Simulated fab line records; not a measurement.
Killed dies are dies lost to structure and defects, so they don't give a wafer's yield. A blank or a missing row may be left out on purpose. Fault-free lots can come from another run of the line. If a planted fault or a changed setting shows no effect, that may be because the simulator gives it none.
Which of the tools did it? | flow nand_harc | Sampling: 24 lots, 72 wafers, 5 of 1302 route steps

== WHAT EACH GAUGE READ, for each wafer ==
NHARC_A_CONTACT_CD_MEAS_53.
lot  | measured     | on        | cd_nm (nm)
L075 | day 21 16:26 | cd_sem-03 | 288.1 288.1 287.9
L074 | day 21 21:58 | cd_sem-03 | 288.8 288.4 288.8
L076 | day 22 08:35 | cd_sem-01 | 290.0 289.3 289.0
L077 | day 22 19:38 | cd_sem-01 | 288.3 290.6 290.1
L078 | day 22 23:40 | cd_sem-02 | 290.8 290.2 290.2
L079 | day 23 10:35 | cd_sem-01 | 290.8 289.7 289.5
L080 | day 23 18:57 | cd_sem-02 | 288.6 288.6 289.5
L081 | day 24 00:39 | cd_sem-01 | 289.3 288.6 288.5
L082 | day 25 05:32 | cd_sem-03 | 289.5 289.9 289.9
L083 | day 25 11:38 | cd_sem-03 | 288.6 290.3 290.6
L084 | day 25 19:55 | cd_sem-01 | 287.7 288.0 288.0
L086 | day 26 03:09 | cd_sem-01 | 287.7 288.7 288.4
L085 | day 26 03:22 | cd_sem-01 | 289.4 290.1 288.6
L088 | day 27 10:44 | cd_sem-03 | 290.1 290.6 290.8
L087 | day 27 10:07 | cd_sem-03 | 290.5 290.3 290.8
L090 | day 28 21:28 | cd_sem-01 | 289.5 289.3 289.9
L089 | day 28 20:24 | cd_sem-01 | 287.4 287.6 288.6
L091 | day 29 11:02 | cd_sem-02 | 288.8 288.2 289.0
L094 | day 29 16:24 | cd_sem-01 | 289.5 290.3 290.3
L092 | day 29 16:48 | cd_sem-01 | 288.6 289.3 289.7
L093 | day 29 22:54 | cd_sem-03 | 289.0 288.6 289.4
L096 | day 30 15:50 | cd_sem-01 | 290.0 290.0 288.7
L097 | day 30 16:17 | cd_sem-02 | 289.1 289.5 289.9
L095 | day 30 20:26 | cd_sem-02 | 288.7 289.7 289.1

NHARC_A_CONTACT_CD_MEAS_15.
lot  | measured     | on        | cd_nm (nm)
L075 | day 22 10:40 | cd_sem-01 | 189.3 190.2 189.0
L074 | day 22 14:31 | cd_sem-03 | 190.5 191.3 190.3
L076 | day 23 02:25 | cd_sem-02 | 191.6 190.1 190.3
L077 | day 23 15:51 | cd_sem-02 | 189.9 190.2 190.7
L078 | day 23 18:16 | cd_sem-02 | 191.9 191.8 190.0
L079 | day 24 05:27 | cd_sem-02 | 189.7 190.1 191.2
L080 | day 24 16:40 | cd_sem-03 | 190.6 190.2 189.9
L081 | day 24 20:40 | cd_sem-03 | 190.0 190.8 190.8
L082 | day 25 22:06 | cd_sem-03 | 189.4 189.6 189.5
L083 | day 26 07:15 | cd_sem-01 | 192.0 190.3 192.1
L084 | day 26 12:47 | cd_sem-03 | 191.2 189.2 191.0
L086 | day 26 20:13 | cd_sem-02 | 190.1 190.5 189.0
L085 | day 26 20:41 | cd_sem-01 | 191.0 190.2 189.0
L088 | day 28 04:43 | cd_sem-03 | 192.0 189.8 191.8
L087 | day 28 02:44 | cd_sem-03 | 190.7 189.7 190.9
L090 | day 29 18:59 | cd_sem-02 | 189.0 190.7 191.1
L089 | day 29 17:15 | cd_sem-03 | 189.8 189.3 190.2
L091 | day 30 06:42 | cd_sem-03 | 191.2 189.8 190.8
L094 | day 30 12:25 | cd_sem-02 | 189.7 190.1 190.9
L092 | day 30 10:14 | cd_sem-02 | 190.4 191.3 191.2
L093 | day 30 16:14 | cd_sem-01 | 190.2 189.3 189.3
L096 | day 31 08:23 | cd_sem-03 | 189.5 190.7 191.1
L097 | day 31 11:06 | cd_sem-02 | 188.5 188.8 190.1
L095 | day 31 17:20 | cd_sem-02 | 191.7 189.7 190.4

NHARC_A_BLC_CD_MEAS_10: target cd 100 nm.
lot  | measured     | on        | cd_nm (nm)
L075 | day 22 13:29 | cd_sem-02 | 98.5 99.6 99.8
L074 | day 22 18:20 | cd_sem-03 | 98.6 99.0 97.8
L076 | day 23 05:22 | cd_sem-01 | 98.6 100.2 99.9
L077 | day 23 18:49 | cd_sem-02 | 100.2 100.0 100.0
L078 | day 23 21:11 | cd_sem-01 | 99.4 100.2 100.2
L079 | day 24 08:17 | cd_sem-01 | 99.7 98.5 100.1
L080 | day 24 19:28 | cd_sem-01 | 100.0 100.4 100.3
L081 | day 24 23:50 | cd_sem-02 | 99.6 101.1 99.4
L082 | day 26 01:07 | cd_sem-01 | 100.0 101.1 100.6
L083 | day 26 10:04 | cd_sem-02 | 99.4 100.7 100.5
L084 | day 26 15:44 | cd_sem-03 | 100.2 100.5 101.0
L086 | day 26 23:21 | cd_sem-03 | 100.3 100.1 98.9
L085 | day 26 23:52 | cd_sem-03 | 100.5 98.9 99.8
L088 | day 28 08:14 | cd_sem-03 | 99.3 98.6 99.6
L087 | day 28 05:38 | cd_sem-01 | 100.2 100.2 100.9
L090 | day 29 21:49 | cd_sem-03 | 101.0 100.6 99.0
L089 | day 29 20:11 | cd_sem-03 | 98.9 99.0 100.6
L091 | day 30 09:52 | cd_sem-02 | 99.5 99.9 101.8
L094 | day 30 15:59 | cd_sem-02 | 101.0 99.9 100.6
L092 | day 30 13:10 | cd_sem-02 | 100.3 99.4 99.4
L093 | day 30 19:12 | cd_sem-03 | 99.3 98.9 100.4
L096 | day 31 11:23 | cd_sem-01 | 99.9 101.0 100.9
L097 | day 31 14:01 | cd_sem-03 | 99.6 99.4 99.5
L095 | day 31 20:47 | cd_sem-03 | 98.7 99.3 99.9

== EACH LOT AND THE TOOL THAT RAN IT (in order: tool; ch and the chambers of the sampled wafers; start) ==
lot  | NHARC_A_CONTACT_ETCH_51                       | NHARC_A_CONTACT_ETCH_136
L075 | rie_diel-02 ch 0,3, day 21 16:26 or earlier   | har_cap_etch-02 ch 0,1, day 22 09:04
L074 | rie_diel-13 ch 2,3, day 21 21:58 or earlier   | har_cap_etch-01 ch 0,1, day 22 12:55
L076 | rie_diel-03 ch 1,2,3, day 22 08:35 or earlier | har_cap_etch-02 ch 0,1, day 23 00:54
L077 | rie_diel-13 ch 1,2,3, day 22 19:38 or earlier | har_cap_etch-03 ch 0,1, day 23 14:16
L078 | rie_diel-02 ch 0,1, day 22 23:40 or earlier   | har_cap_etch-02 ch 0,1, day 23 16:43
L079 | rie_diel-13 ch 0,1,3, day 23 10:35 or earlier | har_cap_etch-03 ch 0,1, day 24 03:52
L080 | rie_diel-13 ch 1,2, day 23 18:57 or earlier   | har_cap_etch-01 ch 0, day 24 15:04
L081 | rie_diel-13 ch 0,2,3, day 24 00:39 or earlier | har_cap_etch-03 ch 0,1, day 24 18:41
L082 | rie_diel-03 ch 0,1,2, day 25 05:32 or earlier | har_cap_etch-03 ch 0, day 25 20:31
L083 | rie_diel-02 ch 2,3, day 25 11:38 or earlier   | har_cap_etch-02 ch 0,1, day 26 05:40
L084 | rie_diel-02 ch 1,2,3, day 25 19:55 or earlier | har_cap_etch-02 ch 0,1, day 26 11:12
L086 | rie_diel-02 ch 1,2,3, day 26 03:09 or earlier | har_cap_etch-02 ch 0,1, day 26 18:37
L085 | rie_diel-03 ch 0,2,3, day 26 03:22 or earlier | har_cap_etch-03 ch 0,1, day 26 19:07
L088 | rie_diel-13 ch 0,1,3, day 27 10:44 or earlier | har_cap_etch-03 ch 0,1, day 28 03:05
L087 | rie_diel-02 ch 0,1,3, day 27 10:07 or earlier | har_cap_etch-01 ch 0,1, day 28 01:06
L090 | rie_diel-13 ch 1,2, day 28 21:28 or earlier   | har_cap_etch-03 ch 0,1, day 29 17:04
L089 | rie_diel-02 ch 0,1,3, day 28 20:24 or earlier | har_cap_etch-01 ch 0,1, day 29 15:42
L091 | rie_diel-03 ch 2,3, day 29 11:02 or earlier   | har_cap_etch-01 ch 0,1, day 30 04:50
L094 | rie_diel-13 ch 1,2,3, day 29 16:24 or earlier | har_cap_etch-01 ch 0,1, day 30 10:39
L092 | rie_diel-02 ch 0,2, day 29 16:48 or earlier   | har_cap_etch-03 ch 1, day 30 08:39
L093 | rie_diel-03 ch 1,2, day 29 22:54 or earlier   | har_cap_etch-01 ch 0,1, day 30 14:38
L096 | rie_diel-03 ch 0,2,3, day 30 15:50 or earlier | har_cap_etch-02 ch 0,1, day 31 06:49
L097 | rie_diel-02 ch 0,1,3, day 30 16:17 or earlier | har_cap_etch-03 ch 0,1, day 31 09:32
L095 | rie_diel-13 ch 1,2,3, day 30 20:26 or earlier | har_cap_etch-01 ch 0,1, day 31 15:45
- NHARC_A_CONTACT_ETCH_51: etches the open film in O2/COS, target depth 7000 nm, time 1820 s.
- NHARC_A_CONTACT_ETCH_136: etches the open film in C4F8/O2/Ar, time 311 s, target depth 1912 nm.

== WHAT THE TOOLS THEMSELVES READ (means of the sampled wafers that have a number; where no wafer has one, the mark that the record gives instead) ==
NHARC_A_CONTACT_ETCH_51.
lot  | tool        | drypump_motor_current_A (A) | oes_product_au (a.u.) | rf_vpp_V (V) | showerhead_plenum_p_Torr (Torr) | throttle_valve_pct (%)
L075 | rie_diel-02 | 5.5                         | 0.996                 | 315.8        | 3.23                            | 28.325
L074 | rie_diel-13 | 6.2                         | 1.003                 | 312.1        | 3.03                            | 28.317
L076 | rie_diel-03 | 6.0                         | 1.001                 | 315.5        | 3.20                            | 28.323
L077 | rie_diel-13 | 6.2                         | 1.007                 | 314.2        | 3.11                            | 28.335
L078 | rie_diel-02 | 5.4                         | 0.987                 | 315.5        | 3.18                            | 28.342
L079 | rie_diel-13 | 6.1                         | 0.998                 | 317.3        | 3.30                            | 28.330
L080 | rie_diel-13 | 6.4                         | 0.998                 | 316.3        | 3.26                            | 28.331
L081 | rie_diel-13 | 6.1                         | 1.013                 | 315.5        | 3.21                            | 28.328
L082 | rie_diel-03 | 6.1                         | 1.000                 | 313.3        | 3.11                            | 28.328
L083 | rie_diel-02 | 5.6                         | 0.993                 | 314.9        | 3.17                            | 28.330
L084 | rie_diel-02 | 5.5                         | 0.990                 | 314.5        | 3.12                            | 28.325
L086 | rie_diel-02 | 5.6                         | 0.989                 | 314.4        | 3.12                            | 28.326
L085 | rie_diel-03 | 6.0                         | 0.995                 | 313.7        | 3.08                            | 28.321
L088 | rie_diel-13 | 6.1                         | 1.000                 | 315.5        | 3.28                            | 28.324
L087 | rie_diel-02 | 5.4                         | 0.998                 | 315.0        | 3.19                            | 28.337
L090 | rie_diel-13 | 6.5                         | 1.004                 | 315.1        | 3.15                            | 28.332
L089 | rie_diel-02 | 5.4                         | 0.996                 | 314.8        | 3.18                            | 28.329
L091 | rie_diel-03 | 6.0                         | 0.998                 | 312.7        | 3.04                            | 28.326
L094 | rie_diel-13 | 6.2                         | 1.003                 | 315.2        | 3.24                            | 28.328
L092 | rie_diel-02 | 5.6                         | 0.981                 | 315.4        | 3.13                            | 28.334
L093 | rie_diel-03 | 6.1                         | 0.987                 | 316.3        | 3.21                            | 28.335
L096 | rie_diel-03 | 6.0                         | 1.002                 | 312.1        | 3.05                            | 28.320
L097 | rie_diel-02 | 5.4                         | 0.998                 | 315.3        | 3.18                            | 28.332
L095 | rie_diel-13 | 6.1                         | 1.013                 | 316.5        | 3.24                            | 28.321

== THE ANSWER, worked out from the rows above alone ==
Rule: what is usual is taken from the lots themselves. The widest of any qualifying gaps counts: lots, ordered by their means at a reading, are off when they make up no more than a third of the lots, leave a main group of 4 or more, and stand apart from it by 3 or more times the standard deviation of that group's means. If all means in a main group match to the digits the tables above print for the reading, that group is not used. Also off: a lot with no number at a reading for which 4 or more lots have one. Any other lot the step has rows for is counted as sound. First the gauges in route order, then the tools' own readings, where a lot's mean is used as printed above. The first step at which some lot is off is used, and at that step the reading that is off furthest; a lot without a number counts as furthest.
No lot is off on any of the readings shown, so nothing can be concluded from this.

== WHAT THE SIMULATOR PUT IN ==
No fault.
